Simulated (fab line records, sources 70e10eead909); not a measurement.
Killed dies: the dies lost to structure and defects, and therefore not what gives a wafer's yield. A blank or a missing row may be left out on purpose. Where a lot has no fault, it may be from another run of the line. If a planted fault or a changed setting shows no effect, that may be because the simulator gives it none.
fab line records -- flow nand-harc -- part 2 of 2: steps 32 to 41 of 41
record: lots: 5, wafers: 15, last-day: 32
route steps=1302 shown A_SOURCE_PLATE@415 A_ONON_D1@424 A_CHANNEL_HOLE_D1@450
lots that met no fault: taken from a fault-free run of the same line
start-h: the number of hours between the record's first day and the start of the first shown wafer of the lot -- wait-h: time in hours since the lot's previous step -- " repeats the value in the row above -- L1.1+2: a row that stands for several wafers -- - value missing, or start not given -- * or withheld: withheld -- < > ~ a bound
route shown NAME@n: a module of which the file shows steps, and the number in the route of the first -- usual: mean/standard deviation taken from wafers without a fault -- same: alike in all rows -- chamber/n: place in a boat -- sites: per-site readings -- _std_site: the standard deviation of these -- _edge_site: outer sites' mean less inner sites' -- radius-mm: how far each site lies from the wafer's centre -- mask NAME#n: copy n -- behind: tool/chamber where the wafer was last shaped -- hold: the reason the lot was held/the length of the hold in hours/how it ended -- device: whichever transistor did not switch (one of n, p or np) -- end of line: tests run on the same wafers once the route is complete -- a step with no rows: only its recipe -- killed: dies lost to structure and defects at the first sort, not the wafer's yield -- map: per-die view of a wafer (x killed, . not killed, _ where there is no die)
set.NAME: the setting as run; set.NAME@STEP: as run at that earlier step -- model.NAME: the simulator's own value behind a step, which no gauge read
a table for each step, a row for each wafer; lots at some steps of the route
services: when a tool's chamber went out of use (start-h, in hours from the record's first day, below 0 if earlier), for how many hours, and the reason
== steps ==
step: NHARC_A_CHANNEL_HOLE_D1_DEP_00
recipe: target-thk-a: 31000, temp-c: 400, material: aC
usual: throttle-valve-pct: 35.000/0.009
lot.wafer,tool,chamber,start-h,wait-h,throttle-valve-pct
L075.1,acl-dep-03,0,188.76,0.1,35.002
L075.2,acl-dep-03,0,188.76,0.1,34.999
L075.6,acl-dep-03,0,190.33,1.6,35.012
L076.1,acl-dep-03,0,195.38,2.3,35.006
L076.2,acl-dep-03,0,195.38,2.3,34.999
L076.3,acl-dep-03,0,195.38,2.3,34.987
L085.2,acl-dep-01,0,286.30,1.4,34.989
L085.4,acl-dep-01,0,286.30,1.4,34.985
L085.6,acl-dep-01,0,286.30,1.4,35.016
L090.3,acl-dep-01,0,340.67,2.9,35.015
L090.4,acl-dep-01,0,340.67,2.9,35.003
L090.5,acl-dep-01,0,340.67,2.9,34.999
L093.1,acl-dep-03,0,367.82,1.1,35.015
L093.2,acl-dep-03,0,367.82,1.1,34.987
L093.3,acl-dep-03,0,367.82,1.1,35.005
step: NHARC_A_CHANNEL_HOLE_D1_DEP_01
recipe: target-thk-a: 1400, target-thk-nm: 140, temp-c: 400, pressure-torr: 3.5, flow-sccm: 200, rf-w: 350, material: SiON
usual: chamber-pressure-Torr: 3.500/0.0071, heater-power-outer-w: 429/49, heater-power-w: 713/71
lot.wafer,tool,chamber,start-h,wait-h,chamber-pressure-Torr,heater-power-outer-w,heater-power-w
L075.1,pecvd-02,2,190.69,1.6,3.493,523,809
L075.2,pecvd-02,0,190.69,1.6,3.501,447,744
L075.6,pecvd-02,1,190.69,1.6,3.506,507,824
L076.1,pecvd-01,0,197.32,1.6,3.492,329,590
L076.3,pecvd-01,1,197.32,1.6,3.501,441,694
L076.2,pecvd-01,2,197.32,1.6,3.506,465,734
L085.2,pecvd-01,2,287.95,1.3,3.504,431,694
L085.6,pecvd-01,2,287.95,1.3,3.492,440,688
L085.4,pecvd-01,0,287.95,1.3,3.483,382,669
L090.3,pecvd-03,0,341.97,1.0,3.494,447,807
L090.5,pecvd-03,2,341.97,1.0,3.495,461,749
L090.4,pecvd-03,1,341.97,1.0,3.499,369,672
L093.1,pecvd-02,1,369.73,1.6,3.498,452,735
L093.2,pecvd-02,2,369.73,1.6,3.510,470,746
L093.3,pecvd-02,0,369.73,1.6,3.500,401,699
step: NHARC_A_CHANNEL_HOLE_D1_DEHYDRATE_02
recipe: temp-c: 150, time-s: 120
usual: exhaust-pa: 45.0/0.83, heater-power-total-W: 182.3/1.1
lot.wafer,tool,chamber,start-h,wait-h,exhaust-pa,heater-power-total-W
L075.1,litho-track-04,0,190.93,0.2,44.1,180.8
L075.2,litho-track-04,0,190.93,0.2,44.3,181.0
L075.6,litho-track-04,0,190.93,0.2,44.5,182.0
L076.1,litho-track-01,0,197.60,0.2,44.7,180.9
L076.2,litho-track-01,0,197.60,0.2,44.2,182.3
L076.3,litho-track-01,0,197.60,0.2,44.5,181.5
L085.2,litho-track-04,0,288.20,0.2,43.7,182.1
L085.4,litho-track-04,0,288.20,0.2,43.4,180.9
L085.6,litho-track-04,0,288.20,0.2,42.8,182.4
L090.3,litho-track-04,0,342.22,0.2,45.4,182.0
L090.4,litho-track-04,0,342.22,0.2,45.8,181.2
L090.5,litho-track-04,0,342.22,0.2,45.4,184.2
L093.1,litho-track-06,0,370.00,0.2,44.1,180.9
L093.2,litho-track-06,0,370.00,0.2,44.4,180.6
L093.3,litho-track-06,0,370.00,0.2,44.6,180.9
step: NHARC_A_CHANNEL_HOLE_D1_HMDS_03
recipe: time-s: 30
usual: exhaust-pa: 45.3/1
lot.wafer,tool,chamber,start-h,wait-h,exhaust-pa
L075.1,litho-track-04,0,-,-,45.2
L075.2,litho-track-04,0,-,-,45.0
L075.6,litho-track-04,0,-,-,45.2
L076.1,litho-track-01,0,-,-,46.3
L076.2,litho-track-01,0,-,-,47.0
L076.3,litho-track-01,0,-,-,46.6
L085.2,litho-track-04,0,-,-,44.5
L085.4,litho-track-04,0,-,-,43.9
L085.6,litho-track-04,0,-,-,45.5
L090.3,litho-track-04,0,-,-,44.2
L090.4,litho-track-04,0,-,-,45.9
L090.5,litho-track-04,0,-,-,45.3
L093.1,litho-track-06,0,-,-,45.2
L093.2,litho-track-06,0,-,-,45.7
L093.3,litho-track-06,0,-,-,47.0
step: NHARC_A_CHANNEL_HOLE_D1_COAT_36
recipe: temp-c: 260, time-s: 75
usual: exhaust-pa: 45.0/0.82, heater-power-total-W: 486.8/1.6
lot.wafer,tool,chamber,start-h,wait-h,exhaust-pa,heater-power-total-W
L075.1,litho-track-04,0,-,-,44.3,484.9
L075.2,litho-track-04,0,-,-,44.3,488.9
L075.6,litho-track-04,0,-,-,44.5,486.0
L076.1,litho-track-01,0,-,-,44.7,485.2
L076.2,litho-track-01,0,-,-,44.2,489.6
L076.3,litho-track-01,0,-,-,44.6,487.6
L085.2,litho-track-04,0,-,-,43.8,489.1
L085.4,litho-track-04,0,-,-,44.8,487.8
L085.6,litho-track-04,0,-,-,45.2,487.0
L090.3,litho-track-04,0,-,-,46.2,489.6
L090.4,litho-track-04,0,-,-,45.8,485.7
L090.5,litho-track-04,0,-,-,46.2,485.1
L093.1,litho-track-06,0,-,-,43.6,487.7
L093.2,litho-track-06,0,-,-,43.8,487.4
L093.3,litho-track-06,0,-,-,45.5,489.3
step: NHARC_A_CHANNEL_HOLE_D1_COAT_37
recipe: temp-c: 225, time-s: 65
usual: exhaust-pa: 45.0/1.1, heater-power-total-W: 446.7/2.1
lot.wafer,tool,chamber,start-h,wait-h,exhaust-pa,heater-power-total-W
L075.1,litho-track-04,0,-,-,44.4,448.0
L075.2,litho-track-04,0,-,-,45.1,446.7
L075.6,litho-track-04,0,-,-,43.5,444.0
L076.1,litho-track-01,0,-,-,44.8,444.0
L076.2,litho-track-01,0,-,-,44.7,444.0
L076.3,litho-track-01,0,-,-,45.2,446.4
L085.2,litho-track-04,0,-,-,45.5,444.1
L085.4,litho-track-04,0,-,-,46.0,449.6
L085.6,litho-track-04,0,-,-,46.0,445.7
L090.3,litho-track-04,0,-,-,44.5,449.7
L090.4,litho-track-04,0,-,-,44.4,445.0
L090.5,litho-track-04,0,-,-,44.7,444.9
L093.1,litho-track-06,0,-,-,46.1,446.9
L093.2,litho-track-06,0,-,-,45.3,445.1
L093.3,litho-track-06,0,-,-,45.7,449.7
step: NHARC_A_CHANNEL_HOLE_D1_COAT_04
recipe: spin-rpm: 1500, resist-thk-nm: 90
usual: exhaust-pa: 45.0/0.84
lot.wafer,tool,chamber,start-h,wait-h,exhaust-pa
L075.1,litho-track-04,0,-,-,43.7
L075.2,litho-track-04,0,-,-,43.4
L075.6,litho-track-04,0,-,-,43.7
L076.1,litho-track-01,0,-,-,44.7
L076.2,litho-track-01,0,-,-,45.1
L076.3,litho-track-01,0,-,-,45.1
L085.2,litho-track-04,0,-,-,44.9
L085.4,litho-track-04,0,-,-,44.8
L085.6,litho-track-04,0,-,-,44.9
L090.3,litho-track-04,0,-,-,45.3
L090.4,litho-track-04,0,-,-,45.9
L090.5,litho-track-04,0,-,-,44.4
L093.1,litho-track-06,0,-,-,44.6
L093.2,litho-track-06,0,-,-,45.4
L093.3,litho-track-06,0,-,-,44.7
step: NHARC_A_CHANNEL_HOLE_D1_SOFTBAKE_05
recipe: temp-c: 105, time-s: 55
usual: exhaust-pa: 45.0/0.88, heater-power-total-W: 188.46/0.13
lot.wafer,tool,chamber,start-h,wait-h,exhaust-pa,heater-power-total-W
L075.1,litho-track-04,0,-,-,44.3,188.42
L075.2,litho-track-04,0,-,-,44.7,188.62
L075.6,litho-track-04,0,-,-,45.2,188.36
L076.1,litho-track-01,0,-,-,44.7,188.47
L076.2,litho-track-01,0,-,-,45.0,188.42
L076.3,litho-track-01,0,-,-,45.7,188.28
L085.2,litho-track-04,0,-,-,45.7,188.31
L085.4,litho-track-04,0,-,-,44.5,188.46
L085.6,litho-track-04,0,-,-,44.5,188.31
L090.3,litho-track-04,0,-,-,45.8,188.64
L090.4,litho-track-04,0,-,-,45.2,188.34
L090.5,litho-track-04,0,-,-,46.3,188.52
L093.1,litho-track-06,0,-,-,44.8,188.34
L093.2,litho-track-06,0,-,-,44.3,188.42
L093.3,litho-track-06,0,-,-,44.1,188.28
step: NHARC_A_CHANNEL_HOLE_D1_EBR_06
usual: exhaust-pa: 45.0/0.8
lot.wafer,tool,chamber,start-h,wait-h,exhaust-pa
L075.1,litho-track-04,0,-,-,46.0
L075.2,litho-track-04,0,-,-,44.9
L075.6,litho-track-04,0,-,-,45.7
L076.1,litho-track-01,0,-,-,43.6
L076.2,litho-track-01,0,-,-,45.0
L076.3,litho-track-01,0,-,-,44.9
L085.2,litho-track-04,0,-,-,44.8
L085.4,litho-track-04,0,-,-,45.6
L085.6,litho-track-04,0,-,-,45.7
L090.3,litho-track-04,0,-,-,44.8
L090.4,litho-track-04,0,-,-,45.7
L090.5,litho-track-04,0,-,-,45.3
L093.1,litho-track-06,0,-,-,43.9
L093.2,litho-track-06,0,-,-,44.3
L093.3,litho-track-06,0,-,-,43.0
step: NHARC_A_CHANNEL_HOLE_D1_EXPOSE_07
recipe: na: 1.35, target-cd-nm: 100, sigma-outer: 0.3, dose-mj: 59.65, mask-id: HOLE_D1
same: sigma-outer: 0.3
lot.wafer,tool,chamber,start-h,wait-h,mask
L075.1+2+6,arfi-scanner-02,0,191.24,-,HOLE_D1#0
L076.1+2+3,arfi-scanner-02,0,197.78,-,HOLE_D1#0
L085.2+4+6,arfi-scanner-02,0,288.51,-,HOLE_D1#0
L090.3+4+5,arfi-scanner-01,0,342.41,-,HOLE_D1#0
L093.1+2+3,arfi-scanner-01,0,370.18,-,HOLE_D1#0
== services ==
tool,chamber,start-h,hours,kind
arfi-scanner-02,-,140.00,4.0,pm
pecvd-01,1,144.67,20.0,repair
acl-dep-03,-,149.43,0.3,repair
litho-track-01,-,155.00,7.0,pm
pvd-sputter-02,-,155.54,1.2,repair
pecvd-onon-03,-,156.73,3.8,repair
arfi-scanner-01,-,174.90,3.8,repair
litho-track-06,-,179.00,7.0,pm
pecvd-onon-02,-,185.29,13.0,pm
litho-track-04,-,203.01,7.0,pm
arfi-scanner-02,-,208.65,8.8,repair
pecvd-02,-,227.00,13.0,pm
pecvd-onon-03,-,227.29,13.0,pm
pecvd-onon-01,-,269.04,13.0,pm
arfi-scanner-02,-,273.92,2.6,repair
pvd-sputter-02,-,276.73,14.3,repair
furnace-03,-,296.00,26.0,pm
acl-dep-03,-,299.68,13.0,pm
arfi-scanner-02,-,312.00,4.0,pm
pecvd-02,0,316.03,2.9,repair
pvd-sputter-02,-,326.31,6.0,repair
litho-track-01,-,330.00,7.0,pm
litho-track-06,-,354.00,7.0,pm
pecvd-onon-02,-,366.29,13.0,pm
